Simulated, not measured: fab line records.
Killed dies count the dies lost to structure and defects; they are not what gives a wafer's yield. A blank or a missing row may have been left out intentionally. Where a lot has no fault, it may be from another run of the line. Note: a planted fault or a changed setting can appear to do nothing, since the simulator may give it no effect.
Struck lot and sound lot, side by side + flow n5 finfet + 17 steps out of a route of 1938
Sound: the wafers L214.1, L214.2, L214.5. Struck: wafers L215.2, L215.6 (left out: L215.4, a lot-mate that was not struck); the cause follows at the end.
Per side, at each step with rows, come the tool, then ch with its chambers, and then its first start. Under that, the readings that differ: sound wafers + struck wafers + difference of the means + sigmas: that difference in standard deviations of wafers without a fault.
alike: words and numbers the same on both sides, and readings whose means are apart by under 2 such deviations; not compared: readings that were withheld, readings missing a value for some wafer, numbers with overlapping values and no deviation given by the record, and bounds like >300 which may hide the same value.
The two part at a step that has a row with sigmas, a row that says differs or no value, or rows on one side only. When numbers do not overlap yet have no deviation, they are printed without sigmas and do not part them. A reading that every wafer of one side lacks parts them only if that side has two wafers or more.

first, 5 steps without rows for these wafers: N5_SD_EPI_N_EBR_05; N5_SD_EPI_N_SOFTBAKE_04 (time 60 s); N5_SD_EPI_N_EXPOSE_06 (exposes mask SD N BLK, target cd 120 nm); N5_SD_EPI_N_PEB_07 (peb time 60 s); N5_SD_EPI_N_DEVELOP_08 (develop time 30 s).
N5_SD_EPI_N_CD_MEAS_09: target cd 120 nm.
  sound on cd sem-02 ch 0, day 5 15:19; struck on cd sem-03 ch 0, day 5 21:20
  alike: cd nm
N5_SD_EPI_N_OVL_MEAS_10:
  sound on overlay-02 ch 0, day 5 15:20; struck on overlay-01 ch 0, day 5 21:22
  alike: SD_N_BLK_OVL
N5_SD_EPI_N_INSPECT_11: inspects for defects (macro).
  struck on defect inspect-01, day 5 21:23; sound on defect inspect-02, day 5 15:22
  alike: raw defect count
N5_SD_EPI_N_DESCUM_14: chemistry O2, time 7.9 s.
  sound on rie diel-04 ch 0,2, day 5 15:24; struck on rie diel-04 ch 2,3, day 5 21:25
  alike: bias power w, drypump motor current A, oes product au, rf vpp V, showerhead plenum p Torr, throttle valve pct
  not compared: rf hours counter h
N5_SD_EPI_N_ETCH_34: etches SiARC in CF4, target depth 45.5 nm, time 75.8 s.
  sound on rie diel-04 ch 0,2, day 5 15:26; struck on rie diel-04 ch 2,3, day 5 21:27
  alike: cf4 flow sccm, drypump motor current A, etch rf on time s, mfc ar sccm, oes product au, rf vpp V, showerhead plenum p Torr, throttle valve pct
  not compared: rf hours counter h
N5_SD_EPI_N_ETCH_35: etches SOC in N2/H2, overetch 108 nm, time 486 s.
  sound on rie diel-04 ch 0,2, day 5 15:29; struck on rie diel-04 ch 2,3, day 5 21:30
  alike: drypump motor current A, oes product au, rf vpp V, showerhead plenum p Torr, throttle valve pct
  not compared: rf hours counter h
then, 1 step without rows for these wafers: N5_SD_EPI_N_STRIP_36 (strips in N2/H2).
N5_SD_EPI_N_ETCHBACK_44: etches SiNx in CH3F/O2, stops on SiO2, target depth 14.5 nm.
  sound on rie diel-04 ch 0,2, day 5 15:49; struck on rie diel-04 ch 2,3, day 5 21:50
| reading                                     | sound        | struck    | difference | sigmas |
|---------------------------------------------|--------------|-----------|------------|--------|
| model.SiARC_of_SD_EPI_N_COAT_33.thk nm (nm) | 16.6 16 16.6 | 13.2 13.6 | -3.0       |        |
  alike: drypump motor current A, mfc ar sccm, oes product au, rf vpp V, showerhead plenum p Torr, throttle valve pct
  not compared: rf hours counter h
N5_SD_EPI_N_ETCH_45: etches SiOCN in CH3F/O2, target depth 6 nm.
  sound on rie diel-04 ch 0,2, day 5 15:55; struck on rie diel-04 ch 2,3, day 5 21:56
  alike: drypump motor current A, mfc ar sccm, oes product au, rf vpp V, showerhead plenum p Torr, throttle valve pct
  not compared: rf hours counter h
N5_SD_EPI_N_ETCH_16: etches SiO2 in CHF3/O2, target depth 5 nm.
  sound on rie diel-04 ch 0,2, day 5 16:01; struck on rie diel-04 ch 2,3, day 5 22:02
| reading                                     | sound          | struck | difference | sigmas |
|---------------------------------------------|----------------|--------|------------|--------|
| model.SiARC_of_SD_EPI_N_COAT_33.thk nm (nm) | 13.2 12.6 13.2 | 9.6 10 | -3.2       |        |
  alike: drypump motor current A, mfc ar sccm, oes product au, rf vpp V, showerhead plenum p Torr, throttle valve pct
  not compared: rf hours counter h
then, 1 step without rows for these wafers: N5_SD_EPI_N_STRIP_47 (strips in CHF3/O2).
-- record jumps: 10 days separate the struck wafers' starts on either side; left off in module SD_EPI_N, taken up again in module PASSIVATION, whose first shown step is the route's number 1936 --
N5_PASSIVATION_PROBE_49:
  struck on prober-01, day 15 11:58; sound on prober-02, day 15 04:11
  alike: killed_at_M0_to_M3, killed_at_M4_up, killed at contacts, killed at front end, killed at other, killed dies, killed open, killed short

WHERE THEY PART
Nowhere in this record.

WHY: the cause the simulator had injected
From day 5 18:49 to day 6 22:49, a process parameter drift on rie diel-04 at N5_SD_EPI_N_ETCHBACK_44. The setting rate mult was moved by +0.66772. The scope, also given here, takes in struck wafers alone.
